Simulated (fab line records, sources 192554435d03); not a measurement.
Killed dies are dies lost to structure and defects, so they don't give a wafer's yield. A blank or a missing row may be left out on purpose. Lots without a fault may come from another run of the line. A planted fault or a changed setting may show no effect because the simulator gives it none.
Chamber matching | flow n5_finfet | N5_SDB_ALD_29 on ald_sin-02: 4 sister chambers
The step deposits SiNx, target thk 30 nm, pulse time 1 s, ald cycles 600. 18 wafers are shown with their chamber, then 9 later ones without.

WAFERS WITH THEIR CHAMBER
wafer  | chamber | heater_power_w (W) | precursor_pulse_height_rel
L075.1 | 2       | 781                | 0.992
L075.3 | 1       | 1109               | 0.989
L075.5 | 2       | 788                | 0.988
L081.2 | 0       | 939                | 0.997
L081.3 | 1       | 1125               | 1.009
L081.5 | 3       | 844                | 1.034
L082.1 | 1       | 1138               | 0.978
L082.2 | 2       | 785                | 0.986
L082.3 | 1       | 1110               | 0.951
L084.2 | 0       | 947                | 1.004
L084.3 | 1       | 1123               | 1.014
L084.5 | 0       | 953                | 0.981
L085.3 | 1       | 1134               | 1.022
L085.4 | 2       | 776                | 0.978
L085.6 | 0       | 950                | 1.014
L086.1 | 2       | 775                | 0.997
L086.3 | 0       | 957                | 0.972
L086.4 | 2       | 785                | 1.014

SIGNATURES (means of the wafers above)
reading                    | chamber 0 | chamber 1 | chamber 2 | chamber 3 | scatter within a chamber
heater_power_w             | 949.20    | 1123.17   | 781.67    | 844.00    | 8.61
precursor_pulse_height_rel | 0.99360   | 0.99383   | 0.99250   | 1.03400   | 0.0197
Rule: a wafer's distance from a chamber is the root of the sum, over the readings, of the square of ((its reading less the chamber's mean) divided by the reading's scatter). The wafer belongs to the nearest chamber; if the next one is less than 2 further off, it can't be placed. The scatter: the root of (the sum of the squares of (reading less its chamber's mean) over the shown wafers, divided by (wafers less chambers)).

WAFERS WITHOUT THEIR CHAMBER
wafer  | heater_power_w (W) | precursor_pulse_height_rel
L092.2 | 782                | 0.993
L092.5 | 1123               | 0.999
L092.6 | 927                | 0.967
L095.1 | 946                | 1.016
L095.3 | 851                | 1.010
L095.4 | 779                | 1.009
L096.1 | 1090               | 0.984
L096.3 | 771                | 1.021
L096.4 | 942                | 1.030

WHICH CHAMBER EACH WENT THROUGH
wafer  | from the rows above | in truth
L092.2 | 2                   | 2
L092.5 | 1                   | 1
L092.6 | 0                   | 0
L095.1 | 0                   | 0
L095.3 | 3                   | 3
L095.4 | 2                   | 2
L096.1 | 1                   | 1
L096.3 | 2                   | 2
L096.4 | 0                   | 0
Placed correctly: 9 of 9. Can't be placed from these rows: 0. Placed wrongly: 0.
